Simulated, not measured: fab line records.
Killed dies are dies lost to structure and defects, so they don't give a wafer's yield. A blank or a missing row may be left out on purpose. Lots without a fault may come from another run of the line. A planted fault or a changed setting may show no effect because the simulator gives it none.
Which tool is to blame?	flow nand harc	24 lots with 72 wafers sampled at 6 steps, on a route of 1159 steps

== WHAT THE GAUGES SHOWED, per wafer ==
Not one reading of a measure or inspect step in the record can be checked against a usual standard deviation.

== WHICH TOOL RAN EACH LOT (tool, then ch and the chambers of the sampled wafers, then the start) ==
lot	NHARC_A_WL_FILL_ALD_10	NHARC_A_WL_FILL_CVD_20	NHARC_A_CONTACT_DEP_28	NHARC_A_CONTACT_ETCH_51	NHARC_A_CONTACT_ETCH_112	NHARC_A_CONTACT_ETCH_114
L075	ald hk-01 ch 1,2,3, day 15 06:25	cvd w-02 ch 0,1, day 15 22:45 or earlier	acl dep-03 ch 0, day 15 22:45	rie diel-11 ch 0,2,3, day 16 02:56 or earlier	har cap etch-01 ch 0,1, day 16 02:56	har cap etch-01 ch 0,1, day 16 03:07
L074	ald hk-04 ch 1,3, day 15 10:40	cvd w-01 ch 0, day 16 04:15 or earlier	acl dep-03 ch 0, day 16 04:15	rie diel-08 ch 0,2, day 16 09:06 or earlier	har cap etch-02 ch 0,1, day 16 09:06	har cap etch-02 ch 0,1, day 16 09:17
L076	ald hk-04 ch 1,2, day 15 15:55	cvd w-01 ch 0,1, day 16 10:48 or earlier	acl dep-02 ch 0, day 16 10:48	rie diel-08 ch 1,2,3, day 16 15:48 or earlier	har cap etch-03 ch 0,1, day 16 15:48	har cap etch-03 ch 0,1, day 16 15:59
L077	ald hk-02 ch 1,2,3, day 15 16:57	cvd w-02 ch 0,1, day 16 09:41 or earlier	acl dep-01 ch 0, day 16 09:41	rie diel-08 ch 1,3, day 16 14:21 or earlier	har cap etch-02 ch 0,1, day 16 14:21	har cap etch-02 ch 0,1, day 16 14:35
L078	ald hk-02 ch 0,1,3, day 16 12:56	cvd w-01 ch 0,1, day 17 08:49 or earlier	acl dep-01 ch 0, day 17 08:49	rie diel-08 ch 0,2,3, day 17 12:46 or earlier	har cap etch-03 ch 0,1, day 17 12:46	har cap etch-03 ch 0,1, day 17 12:57
L080	ald hk-02 ch 0,1,3, day 16 16:28	cvd w-01 ch 0,1, day 17 14:14 or earlier	acl dep-02 ch 0, day 17 14:14	rie diel-08 ch 0,1,3, day 17 18:19 or earlier	har cap etch-02 ch 0,1, day 17 18:19	har cap etch-02 ch 0,1, day 17 18:30
L079	ald hk-01 ch 0,3, day 16 18:39	cvd w-01 ch 0,1, day 17 18:56 or earlier	acl dep-03 ch 0, day 17 18:56	rie diel-08 ch 0,1,3, day 17 23:38 or earlier	har cap etch-03 ch 0,1, day 17 23:38	har cap etch-03 ch 0,1, day 17 23:49
L082	ald hk-01 ch 0,1,2, day 17 06:50	cvd w-01 ch 0,1, day 18 01:20 or earlier	acl dep-01 ch 0, day 18 01:20	rie diel-08 ch 0,1,3, day 18 05:34 or earlier	har cap etch-03 ch 0,1, day 18 05:34	har cap etch-03 ch 0,1, day 18 05:45
L081	ald hk-02 ch 0,2,3, day 17 07:26	cvd w-02 ch 0,1, day 18 03:11 or earlier	acl dep-02 ch 0, day 18 03:11	rie diel-11 ch 0,1,3, day 18 07:36 or earlier	har cap etch-02 ch 0,1, day 18 07:36	har cap etch-02 ch 0,1, day 18 07:47
L083	ald hk-02 ch 0,1,3, day 17 17:48	cvd w-01 ch 0,1, day 18 14:26 or earlier	acl dep-03 ch 0, day 18 14:26	rie diel-08 ch 0,2, day 18 19:19 or earlier	har cap etch-01 ch 0,1, day 18 19:19	har cap etch-01 ch 0,1, day 18 19:30
L084	ald hk-01 ch 1,2,3, day 17 17:48	cvd w-02 ch 0,1, day 18 13:31 or earlier	acl dep-01 ch 0, day 18 13:31	rie diel-11 ch 0,1,2, day 18 18:19 or earlier	har cap etch-03 ch 0,1, day 18 18:19	har cap etch-03 ch 0,1, day 18 18:29
L087	ald hk-02 ch 0,2, day 18 07:30	cvd w-02 ch 0,1, day 19 02:28 or earlier	acl dep-01 ch 0, day 19 02:28	rie diel-08 ch 0,2, day 19 07:47 or earlier	har cap etch-03 ch 0, day 19 07:47	har cap etch-03 ch 0, day 19 07:58
L085	ald hk-04 ch 0,2,3, day 18 07:52	cvd w-01 ch 0,1, day 19 03:08 or earlier	acl dep-02 ch 0, day 19 03:08	rie diel-11 ch 0,1,2, day 19 07:49 or earlier	har cap etch-01 ch 0,1, day 19 07:49	har cap etch-01 ch 0,1, day 19 07:59
L086	ald hk-02 ch 0,1,3, day 18 11:34	cvd w-02 ch 0,1, day 19 06:50 or earlier	acl dep-01 ch 0, day 19 06:50	rie diel-11 ch 0,1, day 19 11:41 or earlier	har cap etch-03 ch 0, day 19 11:41	har cap etch-03 ch 0, day 19 11:52
L088	ald hk-04 ch 0,2,3, day 18 15:49	cvd w-01 ch 0,1, day 19 10:56 or earlier	acl dep-01 ch 0, day 19 10:56	rie diel-08 ch 1,2, day 19 16:00 or earlier	har cap etch-01 ch 0,1, day 19 16:00	har cap etch-01 ch 0,1, day 19 16:11
L091	ald hk-04 ch 2,3, day 19 02:33	cvd w-01 ch 0, day 19 20:31 or earlier	acl dep-03 ch 0, day 19 20:31	rie diel-11 ch 2,3, day 20 00:59 or earlier	har cap etch-01 ch 0,1, day 20 00:59	har cap etch-01 ch 0,1, day 20 01:10
L090	ald hk-02 ch 0,1,3, day 19 03:27	cvd w-02 ch 0,1, day 19 20:34 or earlier	acl dep-02 ch 0, day 19 20:34	rie diel-08 ch 0,1,3, day 20 01:07 or earlier	har cap etch-03 ch 0,1, day 20 01:07	har cap etch-03 ch 0,1, day 20 01:17
L089	ald hk-04 ch 0,2, day 19 10:35	cvd w-02 ch 0,1, day 20 03:58 or earlier	acl dep-03 ch 0, day 20 03:58	rie diel-08 ch 0,2, day 20 08:12 or earlier	har cap etch-03 ch 0, day 20 08:12	har cap etch-03 ch 0, day 20 08:23
L092	ald hk-02 ch 0,1,2, day 19 15:42	cvd w-01 ch 0,1, day 20 10:07 or earlier	acl dep-03 ch 0, day 20 10:07	rie diel-08 ch 2,3, day 20 14:04 or earlier	har cap etch-03 ch 0,1, day 20 14:04	har cap etch-03 ch 0,1, day 20 14:15
L094	ald hk-04 ch 0,1, day 20 03:59	cvd w-02 ch 0,1, day 20 21:16 or earlier	acl dep-02 ch 0, day 20 21:16	rie diel-01 ch 0,2, day 21 02:40 or earlier	har cap etch-03 ch 0,1, day 21 02:40	har cap etch-03 ch 0,1, day 21 02:51
L093	ald hk-01 ch 0,2,3, day 20 04:47	cvd w-01 ch 0,1, day 20 21:26 or earlier	acl dep-03 ch 0, day 20 21:26	rie diel-01 ch 1,2,3, day 21 02:11 or earlier	har cap etch-02 ch 0,1, day 21 02:11	har cap etch-02 ch 0,1, day 21 02:22
L096	ald hk-01 ch 0,1,3, day 20 13:19	cvd w-02 ch 0,1, day 21 09:37 or earlier	acl dep-02 ch 0, day 21 09:37	rie diel-08 ch 1,2,3, day 21 13:34 or earlier	har cap etch-01 ch 0,1, day 21 13:34	har cap etch-01 ch 0,1, day 21 13:44
L097	ald hk-02 ch 0,1,2, day 20 13:55	cvd w-01 ch 0, day 21 09:29 or earlier	acl dep-03 ch 0, day 21 09:29	rie diel-11 ch 0,1,3, day 21 13:41 or earlier	har cap etch-03 ch 0,1, day 21 13:41	har cap etch-03 ch 0,1, day 21 13:52
L095	ald hk-04 ch 0,2,3, day 20 14:20	cvd w-02 ch 0,1, day 21 12:54 or earlier	acl dep-03 ch 0, day 21 12:54	rie diel-11 ch 1,2,3, day 21 17:18 or earlier	har cap etch-02 ch 0,1, day 21 17:18	har cap etch-02 ch 0,1, day 21 17:29
- NHARC_A_WL_FILL_ALD_10: deposits SiO2, target thk 50 nm, pulse time 10 s, ald cycles 500.
- NHARC_A_WL_FILL_CVD_20: deposits W, target thk 75 nm, time 5064 s.
- NHARC_A_CONTACT_DEP_28: deposits aC, target thk 3600 nm.
- NHARC_A_CONTACT_ETCH_51: etches the open film in O2/COS, target depth 3600 nm, time 936 s.
- NHARC_A_CONTACT_ETCH_112: etches the open film in C4F8/O2/Ar, time 94 s, target depth 922 nm.
- NHARC_A_CONTACT_ETCH_114: etches the open film in C4F8/O2/Ar, time 94 s, target depth 922 nm.

== WHAT THE TOOLS THEMSELVES READ (means of the sampled wafers that have a number; where no wafer has one, the mark that the record gives instead) ==
NHARC_A_WL_FILL_ALD_10.
lot	tool	heater power w (W)	precursor pulse height rel
L075	ald hk-01	498	1.006
L074	ald hk-04	448	1.001
L076	ald hk-04	442	1.013
L077	ald hk-02	442	0.981
L078	ald hk-02	428	1.023
L080	ald hk-02	430	0.997
L079	ald hk-01	512	0.999
L082	ald hk-01	500	1.012
L081	ald hk-02	474	0.987
L083	ald hk-02	425	1.008
L084	ald hk-01	494	0.990
L087	ald hk-02	470	1.007
L085	ald hk-04	445	0.991
L086	ald hk-02	429	1.004
L088	ald hk-04	452	1.013
L091	ald hk-04	438	1.017
L090	ald hk-02	420	1.020
L089	ald hk-04	455	1.009
L092	ald hk-02	446	1.014
L094	ald hk-04	442	0.996
L093	ald hk-01	492	0.989
L096	ald hk-01	495	1.010
L097	ald hk-02	427	1.004
L095	ald hk-04	451	0.978

NHARC_A_WL_FILL_CVD_20.
lot	tool	heater power w (W)	throttle valve pct (%)
L075	cvd w-02	549	7.6
L074	cvd w-01	485	8.3
L076	cvd w-01	481	8.3
L077	cvd w-02	547	7.6
L078	cvd w-01	468	8.4
L080	cvd w-01	466	8.5
L079	cvd w-01	473	8.4
L082	cvd w-01	477	8.4
L081	cvd w-02	509	7.7
L083	cvd w-01	470	8.5
L084	cvd w-02	517	7.5
L087	cvd w-02	518	7.7
L085	cvd w-01	483	8.3
L086	cvd w-02	507	7.6
L088	cvd w-01	480	8.4
L091	cvd w-01	489	8.1
L090	cvd w-02	506	7.7
L089	cvd w-02	523	7.6
L092	cvd w-01	483	8.6
L094	cvd w-02	506	7.7
L093	cvd w-01	476	8.6
L096	cvd w-02	516	7.6
L097	cvd w-01	489	8.4
L095	cvd w-02	516	7.7

NHARC_A_CONTACT_DEP_28.
lot	tool	throttle valve pct (%)
L075	acl dep-03	34.996
L074	acl dep-03	35.003
L076	acl dep-02	34.999
L077	acl dep-01	34.998
L078	acl dep-01	34.998
L080	acl dep-02	34.996
L079	acl dep-03	35.003
L082	acl dep-01	35.003
L081	acl dep-02	34.991
L083	acl dep-03	34.994
L084	acl dep-01	35.004
L087	acl dep-01	35.005
L085	acl dep-02	35.004
L086	acl dep-01	34.997
L088	acl dep-01	35.005
L091	acl dep-03	35.005
L090	acl dep-02	34.998
L089	acl dep-03	35.005
L092	acl dep-03	35.002
L094	acl dep-02	34.999
L093	acl dep-03	34.992
L096	acl dep-02	35.000
L097	acl dep-03	34.999
L095	acl dep-03	34.999

NHARC_A_CONTACT_ETCH_51.
lot	tool	drypump motor current A (A)	oes product au (a.u.)	rf vpp V (V)	showerhead plenum p Torr (Torr)	throttle valve pct (%)
L075	rie diel-11	5.63	0.997	314.4	3.16	28.323
L074	rie diel-08	5.52	1.007	312.9	3.02	28.321
L076	rie diel-08	5.77	0.991	313.8	3.07	28.322
L077	rie diel-08	5.95	0.984	314.6	3.17	28.329
L078	rie diel-08	5.63	0.987	313.1	3.01	28.329
L080	rie diel-08	5.82	0.984	314.3	3.11	28.334
L079	rie diel-08	5.82	0.993	314.2	3.11	28.328
L082	rie diel-08	5.84	0.995	313.8	3.11	28.327
L081	rie diel-11	5.68	0.992	314.7	3.17	28.330
L083	rie diel-08	5.52	1.006	312.6	3.01	28.333
L084	rie diel-11	5.61	0.995	313.4	3.10	28.325
L087	rie diel-08	5.51	1.008	311.9	3.01	28.320
L085	rie diel-11	5.62	0.992	313.7	3.09	28.329
L086	rie diel-11	5.57	1.001	314.8	3.18	28.337
L088	rie diel-08	5.55	0.994	312.4	3.02	28.319
L091	rie diel-11	5.74	0.991	313.9	3.14	28.331
L090	rie diel-08	5.83	0.998	313.1	3.11	28.341
L089	rie diel-08	5.52	1.000	312.1	3.01	28.331
L092	rie diel-08	5.56	0.994	311.6	2.96	28.338
L094	rie diel-01	5.67	0.999	315.4	3.22	28.332
L093	rie diel-01	5.91	1.011	314.2	3.10	28.329
L096	rie diel-08	5.76	0.998	313.1	3.06	28.324
L097	rie diel-11	5.70	0.990	314.7	3.15	28.331
L095	rie diel-11	5.73	1.003	312.8	3.07	28.328

== THE ANSWER, worked out from the rows above alone ==
Rule: the usual values come from the lots themselves. Put in order of their means at a reading, lots are off if they are a third of the lots or fewer, leave a main group of 4 or more, and stand apart from it by a gap of 3 or more times the standard deviation of the main group's means; of several such gaps the widest counts. A main group is skipped when, at the precision printed for the reading in the tables above, its means are all equal. A lot without any number at a reading at which 4 lots or more have one is off too. All remaining lots with rows at the step are treated as sound. Order of review: gauges by route order, followed by the tools' own readings, for which a lot's mean as printed above is used. At the first step where some lot is off, the reading lying furthest off is the one used; lots without a number count as furthest.
No lot is off on any of the readings shown, so nothing can be concluded from this.

== WHAT THE SIMULATOR PUT IN ==
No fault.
